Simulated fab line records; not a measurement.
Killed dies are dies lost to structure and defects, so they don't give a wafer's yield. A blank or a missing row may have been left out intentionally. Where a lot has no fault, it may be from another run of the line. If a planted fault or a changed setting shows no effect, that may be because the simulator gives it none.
fab line records	flow n5_finfet
record: lots: 24	wafers: 72	last_day: 19
route steps=1938 shown BEOL_M11@1572 BEOL_M13@1690
lots untouched by any fault: they come from a run of this same line in which no faults occurred
start_h: hours from the record's first day to the start of the lot's first wafer shown	wait_h: hours elapsed since this lot's preceding step	" the same as in the row above	L1.1+2: a row that stands for several wafers	- either no value or no given start	* or withheld: withheld	< > ~ a bound
route shown NAME@n: a module of which the file shows steps, and the number in the route of the first	usual: average and standard deviation across the fault-free wafers	same: alike in all rows	chamber/n: place in a boat	sites: the reading at each site	_std_site: their standard deviation	_edge_site: the outer-site mean with the inner-site mean subtracted	radius_mm: how far each site lies from the wafer's centre	mask NAME#n: copy n	behind: the most recent tool/chamber to have shaped the wafer	hold: why the lot was held/for how many hours/how that ended	device: which transistor (n, p or np) failed to switch	end of line: at the end of the route, the tests of the same wafers	a step without rows: its recipe alone	killed: count of dies lost to structure and defects at first sort (not the wafer's yield)	map: a wafer's dies, x killed, . not, _ none there
set.NAME: the run value of the setting; set.NAME@STEP: its run value at that earlier step	model.NAME: the simulator's own value behind a step, which no gauge read
a sample of lots followed through the steps of the route, with each step as a table and each wafer as a row
services: from which hour (start_h, from the record's first day; less than 0 if before it) a tool's chamber was out of use, for how many hours, and why
== steps ==
step: N5_BEOL_M11_ETCH_65
recipe: chemistry: CF4	target: SiARC	target_depth_a: 390	mask_material: CAR-ArF	time_s: 65	ion_energy_ev: 80	pressure_mtorr: 40	source_w: 545	bias_w: 36	Ar_flow_sccm: 100	cf4_flow_sccm: 100	ends: cleared
usual: drypump_motor_current_A: 5.6/0.34	etch_rf_on_time_s: 64.5/1.4	oes_product_au: 0.64/0.063	rf_vpp_V: 184.2/1.2	showerhead_plenum_p_Torr: 2.15/0.065	throttle_valve_pct: 15.86/0.2
lot.wafer	tool	chamber	start_h	wait_h	drypump_motor_current_A	etch_rf_on_time_s	oes_product_au	rf_hours_counter_h	rf_vpp_V	showerhead_plenum_p_Torr	throttle_valve_pct
L075.2	rie_diel-01	3	250.68	0.0	6.5	63.5	0.62	201	182.4	2.04	15.74
L075.3	"	0	"	"	5.7	64.2	0.61	206	185.4	2.13	15.92
L075.5	"	1	"	"	6.1	65.0	0.62	-	184.0	2.12	15.89
L074.2	rie_diel-02	1	264.72	0.0	5.6	68.6	0.60	207	184.9	2.20	15.86
L074.3	"	2	"	"	5.6	64.4	0.61	215	182.7	2.13	16.03
L074.6	"	1	"	"	5.6	67.6	0.59	-	184.6	2.20	15.84
L076.1	rie_diel-02	1	274.74	0.0	5.6	66.7	0.60	209	185.9	2.20	15.84
L076.4	"	0	"	"	5.8	65.9	0.70	75	184.2	2.09	15.34
L076.5	"	1	"	"	5.6	67.3	0.60	-	185.5	2.20	15.86
L077.3	rie_diel-03	2	275.19	0.0	5.3	64.8	0.64	169	184.0	2.13	15.94
L077.5	"	3	"	"	5.5	66.0	0.61	-	184.0	2.12	16.03
L077.6	"	0	"	"	5.4	64.4	0.62	-	183.1	2.13	15.76
L078.1	rie_diel-01	0	284.41	0.0	5.7	64.8	0.59	218	184.6	2.13	15.92
L078.2	"	3	"	"	6.5	63.3	0.61	213	184.3	2.03	15.77
L078.3	"	2	"	"	5.5	64.0	0.62	196	185.4	2.20	16.07
L079.2	rie_diel-03	1	291.15	0.0	5.9	62.0	0.77	28	186.1	2.26	15.59
L079.4	"	2	"	"	5.3	63.9	0.63	174	185.3	2.13	15.96
L079.6	"	3	"	"	5.4	65.2	0.61	-	182.1	2.12	16.05
L082.4	rie_diel-01	1	294.23	0.0	6.0	66.3	0.61	216	185.7	2.12	15.91
L082.5	"	3	"	"	6.5	63.7	0.60	-	181.9	2.03	15.79
L082.6	"	2	"	"	5.5	64.1	0.61	-	183.0	2.20	16.05
L081.2	rie_diel-01	0	298.77	0.0	5.7	65.5	0.59	224	183.4	2.13	15.94
L081.3	"	2	"	"	5.5	64.1	0.62	201	185.0	2.20	16.08
L081.5	"	3	"	"	6.4	63.9	0.61	-	184.3	2.03	15.78
L080.1	rie_diel-02	1	306.18	0.0	5.6	67.4	0.59	218	185.8	2.20	15.86
L080.2	"	3	"	"	5.0	63.4	0.75	51	186.2	2.28	15.76
L080.6	"	2	"	"	5.6	63.5	0.60	-	184.3	2.12	16.03
L083.2	rie_diel-03	2	307.74	0.0	5.3	63.7	0.63	179	183.8	2.12	15.96
L083.3	"	3	"	"	5.5	65.9	0.61	231	183.5	2.12	16.07
L083.5	"	3	"	"	5.5	65.3	0.61	-	181.8	2.12	16.06
L084.1	rie_diel-02	0	309.65	0.0	5.8	64.3	0.70	86	182.9	2.09	15.37
L084.4	"	1	"	"	5.6	66.9	0.59	219	184.2	2.20	15.87
L084.6	"	2	"	"	5.7	63.3	0.60	-	184.7	2.12	16.03
L085.2	rie_diel-02	1	313.64	0.0	5.6	67.2	0.60	221	185.6	2.20	15.87
L085.3	"	3	"	"	5.0	62.9	0.76	54	184.9	2.28	15.75
L085.6	"	3	"	"	5.0	63.3	0.77	-	184.6	2.28	15.75
L086.2	rie_diel-02	2	316.10	0.0	5.6	63.8	0.60	231	183.9	2.12	16.04
L086.3	"	1	"	"	5.6	67.3	0.59	221	184.7	2.20	15.87
L086.4	"	3	"	"	5.0	63.8	0.76	55	186.5	2.27	15.75
L088.2	rie_diel-02	1	341.73	0.0	5.6	66.8	0.59	232	184.3	2.20	15.89
L088.5	"	1	"	"	5.6	66.8	0.59	-	183.5	2.20	15.89
L088.6	"	2	"	"	5.7	63.5	0.59	-	184.6	2.12	16.07
L087.1	rie_diel-03	1	346.46	0.0	5.9	63.0	0.75	40	185.6	2.25	15.63
L087.2	"	3	"	"	5.5	66.0	0.60	239	183.5	2.12	16.07
L087.6	"	1	"	"	5.9	62.9	0.75	-	185.8	2.25	15.62
L091.3	rie_diel-03	2	348.07	0.0	5.4	64.1	0.63	188	185.0	2.12	15.98
L091.4	"	0	"	"	5.4	64.2	0.61	219	182.4	2.12	15.78
L091.6	"	2	"	"	5.4	63.6	0.63	-	182.8	2.12	15.98
L089.2	rie_diel-01	2	365.37	0.0	5.5	64.1	0.60	231	184.5	2.19	16.13
L089.4	"	0	"	"	5.8	64.9	0.58	-	183.4	2.12	15.97
L089.5	"	1	"	"	6.0	65.7	0.59	-	183.9	2.11	15.98
L090.2	rie_diel-03	2	374.51	0.0	5.4	64.4	0.62	195	185.0	2.12	15.99
L090.3	"	1	"	"	5.9	62.3	0.74	48	184.7	2.25	15.63
L090.4	"	0	"	"	5.4	64.7	0.61	226	183.9	2.12	15.79
L093.1	rie_diel-03	0	377.82	0.0	5.4	64.2	0.60	227	184.0	2.12	15.80
L093.2	"	1	"	"	5.9	61.9	0.74	49	184.6	2.25	15.65
L093.4	"	2	"	"	5.3	63.8	0.62	195	184.7	2.12	16.00
L092.4	rie_diel-01	2	386.09	0.0	5.5	64.7	0.58	-	186.0	2.19	16.14
L092.5	"	3	"	"	6.5	63.6	0.60	-	184.1	2.03	15.79
L092.6	"	0	"	"	5.7	66.0	0.57	-	183.9	2.12	16.01
L096.3	rie_diel-03	1	409.17	0.0	5.9	62.7	0.73	58	184.1	2.24	15.66
L096.5	"	2	"	"	5.3	63.5	0.62	-	183.6	2.12	16.01
L096.6	"	1	"	"	5.9	62.2	0.73	-	185.0	2.24	15.66
L094.1	rie_diel-01	1	409.34	0.0	6.1	63.1	0.84	5	183.8	2.10	15.52
L094.2	"	2	"	"	5.5	63.7	0.59	247	184.3	2.19	16.16
L094.3	"	3	"	"	6.5	62.9	0.60	232	182.0	2.03	15.81
L095.1	rie_diel-02	1	409.38	0.0	5.6	68.2	0.57	251	184.2	2.19	15.93
L095.4	"	0	"	"	5.8	65.8	0.67	-	183.7	2.08	15.42
L095.5	"	1	"	"	5.6	68.1	0.57	-	185.4	2.19	15.92
L097.1	rie_diel-03	1	410.25	0.0	6.0	62.1	0.73	59	184.7	2.24	15.65
L097.5	"	1	"	"	6.0	63.0	0.72	-	184.5	2.24	15.66
L097.6	"	2	"	"	5.3	64.1	0.61	-	183.8	2.12	16.01
step: N5_BEOL_M11_VIA_ETCH_34
recipe: chemistry: C4F6/O2	target: SiCOH_lowk	target_depth_a: 1845	mask_material: SOC	taper_deg: 4	time_s: 69.2	ion_energy_ev: 250	pressure_mtorr: 30	source_w: 345	bias_w: 185	Ar_flow_sccm: 300	C4F6_flow_sccm: 10	O2_flow_sccm: 10
usual: drypump_motor_current_A: 5.6/0.34	oes_product_au: 0.75/0.074	rf_vpp_V: 667/11	showerhead_plenum_p_Torr: 2.86/0.09	throttle_valve_pct: 21.14/0.19
lot.wafer	tool	chamber	start_h	wait_h	drypump_motor_current_A	oes_product_au	rf_hours_counter_h	rf_vpp_V	showerhead_plenum_p_Torr	throttle_valve_pct
L075.2	rie_diel-01	3	250.86	0.0	6.4	0.72	202	671	2.70	20.96
L075.3	"	0	"	"	5.7	0.72	206	663	2.84	21.24
L075.5	"	1	"	"	6.1	0.73	-	667	2.83	21.21
L074.2	rie_diel-02	1	264.90	0.0	5.6	0.70	207	673	2.93	21.15
L074.3	"	2	"	"	5.7	0.70	215	645	2.82	21.30
L074.6	"	1	"	"	5.6	0.70	-	672	2.93	21.15
L076.1	rie_diel-02	1	274.91	0.0	5.6	0.71	209	673	2.93	21.16
L076.4	"	0	"	"	5.8	0.82	76	670	2.77	20.55
L076.5	"	1	"	"	5.6	0.71	-	674	2.93	21.15
L077.3	rie_diel-03	2	275.37	0.0	5.3	0.73	169	660	2.82	21.20
L077.5	"	3	"	"	5.5	0.71	-	654	2.82	21.33
L077.6	"	0	"	"	5.4	0.72	-	673	2.84	21.06
L078.1	rie_diel-01	0	284.59	0.0	5.7	0.70	218	665	2.83	21.26
L078.2	"	3	"	"	6.5	0.72	213	673	2.69	20.96
L078.3	"	2	"	"	5.5	0.72	196	662	2.91	21.20
L079.2	rie_diel-03	1	291.32	0.0	5.9	0.90	28	686	3.00	20.98
L079.4	"	2	"	"	5.3	0.74	174	662	2.82	21.19
L079.6	"	3	"	"	5.5	0.71	-	654	2.82	21.33
L082.4	rie_diel-01	1	294.41	0.0	6.0	0.72	216	668	2.82	21.23
L082.5	"	3	"	"	6.4	0.71	-	672	2.69	20.96
L082.6	"	2	"	"	5.5	0.71	-	664	2.91	21.21
L081.2	rie_diel-01	0	298.95	0.0	5.8	0.69	224	664	2.83	21.26
L081.3	"	2	"	"	5.5	0.71	201	663	2.91	21.21
L081.5	"	3	"	"	6.4	0.70	-	671	2.69	20.96
L080.1	rie_diel-02	1	306.35	0.0	5.6	0.70	218	673	2.93	21.16
L080.2	"	3	"	"	5.0	0.89	52	682	3.03	21.17
L080.6	"	2	"	"	5.6	0.70	-	643	2.82	21.32
L083.2	rie_diel-03	2	307.92	0.0	5.3	0.72	179	661	2.82	21.21
L083.3	"	3	"	"	5.5	0.70	231	654	2.81	21.35
L083.5	"	3	"	"	5.5	0.71	-	654	2.81	21.34
L084.1	rie_diel-02	0	309.82	0.0	5.8	0.83	86	668	2.77	20.56
L084.4	"	1	"	"	5.6	0.70	219	672	2.93	21.16
L084.6	"	2	"	"	5.7	0.70	-	644	2.82	21.31
L085.2	rie_diel-02	1	313.81	0.0	5.6	0.69	221	673	2.93	21.18
L085.3	"	3	"	"	5.0	0.89	54	683	3.03	21.19
L085.6	"	3	"	"	5.0	0.90	-	685	3.03	21.18
L086.2	rie_diel-02	2	316.28	0.0	5.7	0.69	231	644	2.82	21.32
L086.3	"	1	"	"	5.6	0.70	222	673	2.93	21.17
L086.4	"	3	"	"	5.0	0.90	55	684	3.03	21.18
L088.2	rie_diel-02	1	341.91	0.0	5.6	0.69	232	673	2.92	21.20
L088.5	"	1	"	"	5.6	0.69	-	673	2.92	21.17
L088.6	"	2	"	"	5.7	0.68	-	644	2.81	21.33
L087.1	rie_diel-03	1	346.64	0.0	5.9	0.87	40	687	3.00	20.99
L087.2	"	3	"	"	5.5	0.71	239	655	2.81	21.35
L087.6	"	1	"	"	5.9	0.87	-	687	3.00	20.98
L091.3	rie_diel-03	2	348.25	0.0	5.4	0.72	188	661	2.81	21.23
L091.4	"	0	"	"	5.4	0.71	219	673	2.83	21.11
L091.6	"	2	"	"	5.3	0.72	-	661	2.81	21.23
L089.2	rie_diel-01	2	365.54	0.0	5.5	0.70	231	662	2.90	21.27
L089.4	"	0	"	"	5.7	0.68	-	663	2.82	21.29
L089.5	"	1	"	"	6.0	0.70	-	665	2.81	21.28
L090.2	rie_diel-03	2	374.68	0.0	5.4	0.72	195	661	2.81	21.24
L090.3	"	1	"	"	5.9	0.87	48	687	2.99	21.01
L090.4	"	0	"	"	5.5	0.71	226	672	2.83	21.12
L093.1	rie_diel-03	0	377.99	0.0	5.4	0.71	227	673	2.83	21.13
L093.2	"	1	"	"	5.9	0.87	49	687	2.99	21.00
L093.4	"	2	"	"	5.3	0.72	196	661	2.81	21.25
L092.4	rie_diel-01	2	386.26	0.0	5.5	0.69	-	664	2.89	21.27
L092.5	"	3	"	"	6.5	0.70	-	671	2.69	20.98
L092.6	"	0	"	"	5.8	0.68	-	664	2.82	21.30
L096.3	rie_diel-03	1	409.34	0.0	5.9	0.84	58	686	2.99	21.03
L096.5	"	2	"	"	5.3	0.71	-	660	2.81	21.26
L096.6	"	1	"	"	5.9	0.84	-	686	2.99	21.01
L094.1	rie_diel-01	1	409.51	0.0	6.1	0.99	5	665	2.80	20.99
L094.2	"	2	"	"	5.5	0.68	247	664	2.89	21.28
L094.3	"	3	"	"	6.5	0.70	232	670	2.68	21.00
L095.1	rie_diel-02	1	409.55	0.0	5.6	0.67	251	673	2.91	21.21
L095.4	"	0	"	"	5.8	0.78	-	669	2.75	20.61
L095.5	"	1	"	"	5.6	0.68	-	673	2.91	21.21
L097.1	rie_diel-03	1	410.42	0.0	5.9	0.85	59	687	2.99	21.03
L097.5	"	1	"	"	5.9	0.84	-	685	2.99	21.03
L097.6	"	2	"	"	5.4	0.72	-	662	2.81	21.25
step: N5_BEOL_M13_OVL_MEAS_29
recipe: points_per_wafer: 44
usual: M13_OVL: -2/5
lot.wafer	tool	chamber	start_h	wait_h	M13_OVL[nm]
L075.2	overlay-02	0	269.17	0.0	3
L075.3	"	0	"	"	2
L075.5	"	0	"	"	7
L074.2	overlay-01	0	283.33	0.0	-2
L074.3	"	0	"	"	-2
L074.6	"	0	"	"	1
L076.1	overlay-02	0	283.76	0.0	-2
L076.4	"	0	"	"	-3
L076.5	"	0	"	"	0
L077.3	overlay-02	0	288.30	0.0	1
L077.5	"	0	"	"	-3
L077.6	"	0	"	"	-1
L078.1	overlay-01	0	296.09	0.0	-6
L078.2	"	0	"	"	-4
L078.3	"	0	"	"	-3
L079.2	overlay-01	0	301.47	0.0	-3
L079.4	"	0	"	"	0
L079.6	"	0	"	"	-3
L082.4	overlay-01	0	304.73	0.0	1
L082.5	"	0	"	"	-9
L082.6	"	0	"	"	-10
L081.2	overlay-02	0	310.84	0.0	-4
L081.3	"	0	"	"	-10
L081.5	"	0	"	"	-3
L080.1	overlay-02	0	319.71	0.0	-6
L080.2	"	0	"	"	4
L080.6	"	0	"	"	-1
L083.2	overlay-02	0	321.49	0.0	2
L083.3	"	0	"	"	1
L083.5	"	0	"	"	10
L084.1	overlay-01	0	325.86	0.0	-6
L084.4	"	0	"	"	-14
L084.6	"	0	"	"	-8
L085.2	overlay-01	0	326.65	0.0	2
L085.3	"	0	"	"	-3
L085.6	"	0	"	"	1
L086.2	overlay-02	0	335.06	0.0	-2
L086.3	"	0	"	"	-10
L086.4	"	0	"	"	-12
L088.2	overlay-01	0	352.33	0.0	0
L088.5	"	0	"	"	-1
L088.6	"	0	"	"	-6
L087.1	overlay-01	0	359.25	0.0	-8
L087.2	"	0	"	"	-8
L087.6	"	0	"	"	-2
L091.3	overlay-02	0	361.89	0.0	4
L091.4	"	0	"	"	-9
L091.6	"	0	"	"	-6
L089.2	overlay-01	0	376.83	0.0	4
L089.4	"	0	"	"	0
L089.5	"	0	"	"	7
L090.2	overlay-02	0	384.69	0.0	-3
L090.3	"	0	"	"	-1
L090.4	"	0	"	"	1
L093.1	overlay-01	0	388.57	0.0	-1
L093.2	"	0	"	"	-4
L093.4	"	0	"	"	-6
L092.4	overlay-02	0	400.79	0.0	-7
L092.5	"	0	"	"	-9
L092.6	"	0	"	"	1
L096.3	overlay-01	0	417.76	0.0	-3
L096.5	"	0	"	"	0
L096.6	"	0	"	"	3
L094.1	overlay-01	0	418.44	0.0	-1
L094.2	"	0	"	"	1
L094.3	"	0	"	"	-6
L095.1	overlay-02	0	418.64	0.0	6
L095.4	"	0	"	"	5
L095.5	"	0	"	"	5
L097.1	overlay-01	0	420.77	0.0	3
L097.5	"	0	"	"	9
L097.6	"	0	"	"	3
step: N5_BEOL_M13_ETCH_38
recipe: chemistry: CF4/N2	target: SiCN	target_depth_a: 675	taper_deg: 2	time_s: 71.9	ion_energy_ev: 150	mask_material: SiO2	pressure_mtorr: 40	source_w: 430	bias_w: 70	Ar_flow_sccm: 100	cf4_flow_sccm: 60	n2_flow_sccm: 60
usual: drypump_motor_current_A: 5.6/0.32	oes_product_au: 0.76/0.088	rf_vpp_V: 382.5/1.9	showerhead_plenum_p_Torr: 2.22/0.068	throttle_valve_pct: 15.66/0.22
lot.wafer	tool	chamber	start_h	wait_h	drypump_motor_current_A	oes_product_au	rf_hours_counter_h	rf_vpp_V	showerhead_plenum_p_Torr	throttle_valve_pct
L075.2	rie_diel-02	0	271.84	-	5.8	0.82	75	379.8	2.15	15.14
L075.3	"	1	"	"	5.6	0.69	208	383.5	2.28	15.68
L075.5	"	1	"	"	5.6	0.70	-	382.4	2.28	15.69
L074.2	rie_diel-01	1	285.99	-	6.1	0.71	213	382.0	2.18	15.77
L074.3	"	2	"	"	5.5	0.72	197	384.1	2.27	15.89
L074.6	"	3	"	"	6.4	0.71	-	380.5	2.09	15.61
L076.1	rie_diel-03	0	286.40	-	5.4	0.72	204	383.5	2.20	15.60
L076.4	"	3	"	"	5.5	0.72	225	382.7	2.18	15.89
L076.5	"	3	"	"	5.5	0.71	-	383.9	2.18	15.86
L077.3	rie_diel-02	0	293.81	-	5.8	0.83	81	380.3	2.15	15.17
L077.5	"	0	"	"	5.8	0.83	-	381.3	2.15	15.15
L077.6	"	1	"	"	5.6	0.70	-	383.5	2.28	15.72
L078.1	rie_diel-03	3	296.86	-	5.5	0.71	227	380.5	2.18	15.88
L078.2	"	0	"	"	5.4	0.72	207	381.8	2.20	15.62
L078.3	"	2	"	"	5.4	0.73	176	381.4	2.19	15.77
L079.2	rie_diel-01	3	302.27	-	6.4	0.70	220	379.4	2.09	15.61
L079.4	"	1	"	"	6.1	0.71	218	382.9	2.18	15.77
L079.6	"	3	"	"	6.4	0.71	-	379.6	2.09	15.62
L082.4	rie_diel-02	0	306.61	-	5.8	0.82	85	380.6	2.15	15.17
L082.5	"	3	"	"	5.1	0.89	-	385.7	2.34	15.56
L082.6	"	0	"	"	5.8	0.81	-	382.4	2.15	15.17
L081.2	rie_diel-01	1	311.60	-	6.0	0.71	222	380.1	2.18	15.79
L081.3	"	2	"	"	5.5	0.71	206	385.6	2.27	15.92
L081.5	"	1	"	"	6.1	0.72	-	381.9	2.18	15.79
L080.1	rie_diel-01	0	322.58	-	5.7	0.69	233	381.4	2.19	15.79
L080.2	"	2	"	"	5.5	0.71	211	385.2	2.27	15.93
L080.6	"	1	"	"	6.0	0.70	-	381.5	2.18	15.80
L083.2	rie_diel-01	0	322.75	-	5.8	0.68	233	382.9	2.19	15.79
L083.3	"	1	"	"	6.0	0.71	227	381.0	2.18	15.79
L083.5	"	2	"	"	5.5	0.71	-	384.0	2.27	15.93
L084.1	rie_diel-03	0	326.94	-	5.4	0.72	216	381.9	2.19	15.65
L084.4	"	2	"	"	5.3	0.73	185	382.6	2.19	15.79
L084.6	"	3	"	"	5.5	0.70	-	382.4	2.18	15.89
L085.2	rie_diel-01	0	327.84	-	5.7	0.69	234	382.3	2.19	15.82
L085.3	"	1	"	"	6.0	0.71	228	382.0	2.18	15.79
L085.6	"	2	"	"	5.5	0.71	-	383.9	2.27	15.93
L086.2	rie_diel-02	3	339.49	-	5.0	0.87	64	384.9	2.34	15.59
L086.3	"	1	"	"	5.6	0.69	230	383.8	2.27	15.74
L086.4	"	2	"	"	5.7	0.69	241	382.8	2.18	15.90
L088.2	rie_diel-03	1	357.72	-	5.9	0.88	43	384.3	2.32	15.48
L088.5	"	1	"	"	6.0	0.88	-	385.0	2.32	15.48
L088.6	"	2	"	"	5.3	0.72	-	383.1	2.18	15.82
L087.1	rie_diel-02	1	361.96	-	5.6	0.67	238	383.1	2.27	15.78
L087.2	"	0	"	"	5.8	0.79	103	382.4	2.14	15.20
L087.6	"	1	"	"	5.6	0.68	-	383.6	2.27	15.77
L091.3	rie_diel-03	2	362.79	-	5.3	0.72	191	381.9	2.18	15.80
L091.4	"	1	"	"	5.9	0.86	44	384.8	2.32	15.49
L091.6	"	3	"	"	5.5	0.70	-	380.4	2.18	15.91
L089.2	rie_diel-02	0	378.07	-	5.8	0.78	110	380.1	2.14	15.21
L089.4	"	1	"	"	5.6	0.67	-	384.1	2.26	15.79
L089.5	"	3	"	"	5.0	0.86	-	386.2	2.33	15.61
L090.2	rie_diel-03	0	386.32	-	5.4	0.71	229	381.0	2.19	15.67
L090.3	"	2	"	"	5.3	0.72	198	384.3	2.18	15.82
L090.4	"	3	"	"	5.4	0.69	249	380.5	2.17	15.93
L093.1	rie_diel-02	0	390.26	-	5.8	0.79	114	380.3	2.14	15.22
L093.2	"	3	"	"	5.0	0.85	81	385.7	2.33	15.61
L093.4	"	1	"	"	5.6	0.67	246	385.1	2.26	15.78
L092.4	rie_diel-01	1	406.36	-	6.0	0.99	-	380.5	2.17	15.38
L092.5	"	2	"	"	5.5	0.69	-	383.4	2.26	16.00
L092.6	"	3	"	"	6.5	0.70	-	379.6	2.09	15.63
L094.1	rie_diel-02	0	422.22	-	5.7	0.77	125	380.8	2.14	15.26
L094.2	"	2	"	"	5.7	0.95	11	380.2	2.17	15.39
L094.3	"	3	"	"	5.0	0.83	92	384.8	2.33	15.65
L095.1	rie_diel-02	0	422.76	-	5.7	0.77	125	381.0	2.14	15.24
L095.4	"	2	"	"	5.6	0.96	-	381.6	2.17	15.42
L095.5	"	3	"	"	5.0	0.83	-	384.1	2.33	15.65
L097.1	rie_diel-02	3	423.14	-	5.1	0.83	92	385.3	2.33	15.65
L097.5	"	3	"	"	5.1	0.83	-	385.2	2.33	15.65
L097.6	"	2	"	"	5.7	0.96	-	382.5	2.17	15.41
L096.3	rie_diel-03	3	423.23	-	5.5	0.98	1	382.4	2.17	15.39
L096.5	"	2	"	"	5.4	0.71	-	380.9	2.18	15.86
L096.6	"	1	"	"	5.9	0.84	-	384.6	2.32	15.52
step: N5_BEOL_M13_DEGAS_41
recipe: ambient: vacuum	temp_c: 250	time_s: 60
usual: heater_power_w: 333/49
lot.wafer	tool	chamber	start_h	wait_h	heater_power_w
L075.2	pvd_sputter-01	-	272.22	0.2	343
L075.3	"	-	"	"	365
L075.5	"	-	"	"	358
L074.2	pvd_sputter-02	-	286.25	0.1	340
L074.3	"	-	"	"	328
L074.6	"	-	"	"	362
L076.1	pvd_sputter-03	-	288.25	1.7	295
L076.4	"	-	"	"	292
L076.5	"	-	"	"	300
L077.3	pvd_sputter-03	-	294.26	0.3	295
L077.5	"	-	"	"	341
L077.6	"	-	"	"	302
L078.1	pvd_sputter-03	-	298.02	1.0	303
L078.2	"	-	"	"	385
L078.3	"	-	"	"	293
L079.2	pvd_sputter-02	-	302.73	0.3	365
L079.4	"	-	"	"	410
L079.6	"	-	"	"	321
L082.4	pvd_sputter-03	-	307.07	0.3	342
L082.5	"	-	"	"	375
L082.6	"	-	"	"	300
L081.2	pvd_sputter-03	-	311.80	0.0	335
L081.3	"	-	"	"	383
L081.5	"	-	"	"	377
L080.1	pvd_sputter-01	-	323.06	0.3	337
L080.2	"	-	"	"	354
L080.6	"	-	"	"	226
L083.2	pvd_sputter-03	-	323.22	0.3	388
L083.3	"	-	"	"	338
L083.5	"	-	"	"	387
L084.1	pvd_sputter-02	-	327.40	0.3	416
L084.4	"	-	"	"	326
L084.6	"	-	"	"	320
L085.2	pvd_sputter-01	-	329.76	1.8	338
L085.3	"	-	"	"	218
L085.6	"	-	"	"	338
L086.2	pvd_sputter-01	-	339.83	0.2	225
L086.3	"	-	"	"	353
L086.4	"	-	"	"	218
L088.2	pvd_sputter-01	-	358.30	0.4	226
L088.5	"	-	"	"	223
L088.6	"	-	"	"	338
L087.1	pvd_sputter-01	-	362.62	0.5	359
L087.2	"	-	"	"	335
L087.6	"	-	"	"	346
L091.3	pvd_sputter-02	-	363.32	0.4	329
L091.4	"	-	"	"	336
L091.6	"	-	"	"	369
L089.2	pvd_sputter-02	-	378.51	0.3	328
L089.4	"	-	"	"	325
L089.5	"	-	"	"	323
L090.2	pvd_sputter-02	-	386.60	0.1	329
L090.3	"	-	"	"	418
L090.4	"	-	"	"	365
L093.1	pvd_sputter-01	-	391.19	0.8	341
L093.2	"	-	"	"	218
L093.4	"	-	"	"	354
L092.4	pvd_sputter-01	-	406.74	0.2	226
L092.5	"	-	"	"	343
L092.6	"	-	"	"	220
L094.1	pvd_sputter-03	-	422.86	0.5	380
L094.2	"	-	"	"	301
L094.3	"	-	"	"	336
L095.1	pvd_sputter-01	-	423.28	0.4	356
L095.4	"	-	"	"	356
L095.5	"	-	"	"	361
L097.1	pvd_sputter-01	-	423.64	0.3	358
L097.5	"	-	"	"	360
L097.6	"	-	"	"	353
L096.3	pvd_sputter-02	-	423.65	0.3	418
L096.5	"	-	"	"	367
L096.6	"	-	"	"	321
step: N5_BEOL_M13_SPUTTER_43
recipe: material: TaN	target_thk_a: 150	temp_c: 50	bias_v: 168.6	power_w: 15000	chamber_pressure_pa: 0.12	time_s: 24.19
usual: throttle_valve_pct: 30.7/1
lot.wafer	tool	chamber	start_h	wait_h	throttle_valve_pct
L075.2	pvd_sputter-01	-	272.30	0.0	30.7
L075.3	"	-	"	"	30.9
L075.5	"	-	"	"	30.5
L074.2	pvd_sputter-02	-	286.33	0.0	31.6
L074.3	"	-	"	"	32.3
L074.6	"	-	"	"	30.5
L076.1	pvd_sputter-03	-	288.33	0.0	28.8
L076.4	"	-	"	"	30.9
L076.5	"	-	"	"	28.8
L077.3	pvd_sputter-03	-	294.34	0.0	29.0
L077.5	"	-	"	"	30.6
L077.6	"	-	"	"	28.6
L078.1	pvd_sputter-03	-	298.10	0.0	30.8
L078.2	"	-	"	"	31.6
L078.3	"	-	"	"	28.8
L079.2	pvd_sputter-02	-	302.81	0.0	30.6
L079.4	"	-	"	"	30.1
L079.6	"	-	"	"	32.4
L082.4	pvd_sputter-03	-	307.15	0.0	30.4
L082.5	"	-	"	"	31.1
L082.6	"	-	"	"	30.7
L081.2	pvd_sputter-03	-	311.88	0.0	30.2
L081.3	"	-	"	"	31.1
L081.5	"	-	"	"	31.6
L080.1	pvd_sputter-01	-	323.14	0.0	32.2
L080.2	"	-	"	"	30.7
L080.6	"	-	"	"	29.6
L083.2	pvd_sputter-03	-	323.30	0.0	31.2
L083.3	"	-	"	"	30.5
L083.5	"	-	"	"	31.3
L084.1	pvd_sputter-02	-	327.48	0.0	30.1
L084.4	"	-	"	"	32.1
L084.6	"	-	"	"	32.3
L085.2	pvd_sputter-01	-	329.84	0.0	31.9
L085.3	"	-	"	"	29.7
L085.6	"	-	"	"	32.1
L086.2	pvd_sputter-01	-	339.91	0.0	29.5
L086.3	"	-	"	"	30.9
L086.4	"	-	"	"	29.6
L088.2	pvd_sputter-01	-	358.38	0.0	29.5
L088.5	"	-	"	"	29.8
L088.6	"	-	"	"	32.3
L087.1	pvd_sputter-01	-	362.70	0.0	30.5
L087.2	"	-	"	"	32.2
L087.6	"	-	"	"	32.1
L091.3	pvd_sputter-02	-	363.40	0.0	32.3
L091.4	"	-	"	"	31.5
L091.6	"	-	"	"	30.4
L089.2	pvd_sputter-02	-	378.59	0.0	31.4
L089.4	"	-	"	"	32.5
L089.5	"	-	"	"	32.3
L090.2	pvd_sputter-02	-	386.68	0.0	32.1
L090.3	"	-	"	"	30.3
L090.4	"	-	"	"	30.2
L093.1	pvd_sputter-01	-	391.27	0.0	32.0
L093.2	"	-	"	"	29.6
L093.4	"	-	"	"	30.8
L092.4	pvd_sputter-01	-	406.82	0.0	29.6
L092.5	"	-	"	"	32.4
L092.6	"	-	"	"	29.6
L094.1	pvd_sputter-03	-	422.94	0.0	31.5
L094.2	"	-	"	"	29.0
L094.3	"	-	"	"	30.3
L095.1	pvd_sputter-01	-	423.36	0.0	30.6
L095.4	"	-	"	"	30.9
L095.5	"	-	"	"	30.8
L097.1	pvd_sputter-01	-	423.72	0.0	30.2
L097.5	"	-	"	"	30.5
L097.6	"	-	"	"	30.7
L096.3	pvd_sputter-02	-	423.73	0.0	30.0
L096.5	"	-	"	"	30.2
L096.6	"	-	"	"	32.6
== services ==
tool	chamber	start_h	hours	kind
rie_diel-03	-	238.74	15.6	pm
rie_diel-02	-	241.28	5.4	repair
pvd_sputter-03	-	256.81	10.5	repair
rie_diel-03	0	260.05	1.3	repair
rie_diel-03	-	329.81	14.6	pm
rie_diel-01	-	333.19	2.8	pm
rie_diel-02	2	368.90	-	clean
rie_diel-02	2	368.90	-	consumable_replace:focus_ring
rie_diel-02	2	368.90	14.5	scheduled_down
rie_diel-02	2	368.90	14.5	vent_cycle
rie_diel-01	1	381.97	-	clean
rie_diel-01	1	381.97	-	consumable_replace:focus_ring
rie_diel-01	1	381.97	14.6	scheduled_down
rie_diel-03	3	389.85	-	clean
rie_diel-03	3	389.85	-	consumable_replace:focus_ring
rie_diel-03	3	389.85	28.8	scheduled_down
rie_diel-03	3	389.85	28.8	vent_cycle
pvd_sputter-02	-	394.73	1.5	repair
rie_diel-02	2	402.51	9.0	repair
rie_diel-02	1	411.61	-	clean
rie_diel-02	1	411.61	-	consumable_replace:focus_ring
rie_diel-02	1	411.61	17.0	scheduled_down
rie_diel-02	1	411.61	17.0	vent_cycle
rie_diel-02	0	411.74	1.9	repair
== key ==
fault none
